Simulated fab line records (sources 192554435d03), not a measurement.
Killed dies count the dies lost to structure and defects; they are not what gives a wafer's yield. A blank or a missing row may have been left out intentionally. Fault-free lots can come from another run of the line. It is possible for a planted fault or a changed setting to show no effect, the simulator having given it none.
A struck lot beside a sound one -- flow n5Finfet -- 38 steps out of a route of 1938
Sound: the wafers L542.1, L542.3, L542.4. Struck: wafer L557.3; the same lot's L557.5 was not struck, so it is left out; see the end for the cause.
For every step that has rows: the tool of each side, followed by ch and its chambers, followed by its first start. Under that, the readings that differ: sound wafers -- struck wafers -- difference of the means -- sigmas: that difference in standard deviations of wafers without a fault.
alike: readings with means less than 2 such deviations apart, plus words and numbers identical on both sides. not compared: withheld readings, readings lacking a value on some wafer, bounds such as >300 that could conceal the same value, and numbers that have no deviation in the record and whose values overlap.
The two part at a step that has a row with sigmas, a row that says differs or no value, or rows on one side only. When numbers do not overlap yet have no deviation, they are printed without sigmas and do not part them. A reading missing from all wafers of one side parts the sides only when that side holds two or more wafers.

first, 9 steps without rows for these wafers: N5_BEOL_M1_COAT_05 (resist thk 30 nm); N5_BEOL_M1_EBR_07; N5_BEOL_M1_SOFTBAKE_06 (time 60 s); N5_BEOL_M1_EXPOSE_08 (exposes mask M1); N5_BEOL_M1_PEB_09 (peb time 60 s); N5_BEOL_M1_DEVELOP_10 (develop time 30 s); N5_BEOL_M1_DESCUM_16 (chemistry O2, time 7 s); N5_BEOL_M1_ETCH_74 (etches underlayer in N2/H2, target depth 6.5 nm, time 5.2 s); N5_BEOL_M1_ETCH_63 (etches SiARC in CF4, target depth 15.6 nm, time 26 s).
N5_BEOL_M1_ETCH_64: etches SOC in N2/H2, target depth 75 nm, overetch 15 nm, time 112.5 s.
  sound on rieDiel-03 ch 0,1,3, day 6 17:31; struck on rieDiel-03 ch 2, day 11 06:33
reading,sound,struck,difference,sigmas
rfHoursCounterH (h),29 208 2,1,-79,
model.SiARC_of_BEOL_M1_COAT_62.thkNm (nm),7 6.6 6.8,3.2,-3.6,
model.BEOL_M1.cdOffsetNm (nm),0 0.2 0.2,1.6,+1.5,
  alike: drypumpMotorCurrentA, h2FlowSccm, oesProductAu, rfVppV, showerheadPlenumPTorr, tempC, throttleValvePct
then, 3 steps without rows for these wafers: N5_BEOL_M1_STRIP_65 (strips in N2/H2); N5_BEOL_M1_STRIP_75 (strips in N2/H2); N5_BEOL_M1_STRIP_66 (strips in CF4).
N5_BEOL_M1_HM_OPEN_17: chemistry Cl2/BCl3, target TiN, target depth 20 nm, overetch 6 nm.
  sound on rieMetal-02 ch 0,1, day 6 17:41; struck on rieMetal-02 ch 0, day 11 06:45
reading,sound,struck,difference,sigmas
model.BEOL_M1.cdOffsetNm (nm),0 0.2 0.2,1.6,+1.5,
  alike: drypumpMotorCurrentA, mfcArSccm, oes_ar_750_au, oesProductAu, throttleValvePct
  not compared: rfHoursCounterH
then, 1 step without rows for these wafers: N5_BEOL_M1_STRIP_19 (strips in O2).
N5_BEOL_M1_CD_MEAS_18: pitch 36 nm, target cd 18 nm.
  struck on cdSem-02, day 11 06:58; sound on cdSem-01, day 6 17:56
reading,sound,struck,difference,sigmas
cdNm (nm),18.2 18.5 18.3,19.5,+1.2,+4
then, 20 steps without rows for these wafers: N5_BEOL_M1_COAT_67 (time 60 s, resist thk 60 nm); N5_BEOL_M1_COAT_68 (time 60 s, resist thk 12 nm); N5_BEOL_M1_COAT_76 (time 60 s, resist thk 5 nm); N5_BEOL_M1_COAT_22 (resist thk 30 nm); N5_BEOL_M1_EBR_24; N5_BEOL_M1_SOFTBAKE_23 (time 60 s); N5_BEOL_M1_EXPOSE_25 (exposes mask V0, defocus 5 nm, target cd 24 nm); N5_BEOL_M1_PEB_26 (peb time 60 s); N5_BEOL_M1_DEVELOP_27 (develop time 30 s); N5_BEOL_M1_DESCUM_33 (chemistry O2, time 7 s); N5_BEOL_M1_ETCH_77 (etches underlayer in N2/H2, target depth 6.5 nm, time 5.2 s); N5_BEOL_M1_ETCH_69 (etches SiARC in CF4, target depth 15.6 nm, time 26 s); N5_BEOL_M1_ALD_98 (deposits SiO2, target thk 2.5 nm, pulse time 1 s, co reactant pulse time 1 s); N5_BEOL_M1_ETCHBACK_99 (etches SiO2 in CHF3, target depth 5 nm, time 10.4 s); N5_BEOL_M1_ETCH_70 (etches SOC in N2/H2, target depth 80 nm, overetch 16 nm, time 120 s); N5_BEOL_M1_STRIP_71 (strips in N2/H2); N5_BEOL_M1_STRIP_78 (strips in N2/H2); N5_BEOL_M1_VIA_ETCH_34 (etches the open film in C4F6/O2, target depth 67.8 nm, time 64.4 s); N5_BEOL_M1_STRIP_83 (strips in C4F6/O2); N5_BEOL_M1_STRIP_36 (strips in N2/H2).
-- here the record skips 4 days between the struck wafers' starts before and after, leaving off in module BEOL_M1 and picking up in module BEOL_M4 (first step shown: number 1111 of the route) --
N5_BEOL_M4_RC_MEAS_101:
  sound on prober-02 ch 0, day 9 01:06; struck on prober-02 ch 0, day 14 20:28
reading,sound,struck,difference,sigmas
CHAIN_V0 (ohm/link),230 228 231,195,-35,-5
CHAIN_V0_max_site (ohm/link),235 232 236,202,-32,-4
SERP_M1 (ohm/um),194 183 186,141,-47,-4
SERP_M1_max_site (ohm/um),200 197 196,149,-49,-4
  alike: DIBL_N, DIBL_P, IOFF_N, IOFF_P, ION_N, ION_P, SS_N, SS_P, VT_N, VT_P
-- a jump in the record: the struck wafers' starts before and after are 4 days apart (it breaks off in module BEOL_M4 and resumes in module PASSIVATION, where the first step shown is number 1936 of the route) --
N5_PASSIVATION_PROBE_49:
  the record has rows for the struck wafers here (prober-01, day 19 02:25) and none for the sound ones

WHERE THEY PART
At N5_BEOL_M1_CD_MEAS_18 first; at N5_PASSIVATION_PROBE_49 last (within this record only).

WHY: whatever the simulator had introduced
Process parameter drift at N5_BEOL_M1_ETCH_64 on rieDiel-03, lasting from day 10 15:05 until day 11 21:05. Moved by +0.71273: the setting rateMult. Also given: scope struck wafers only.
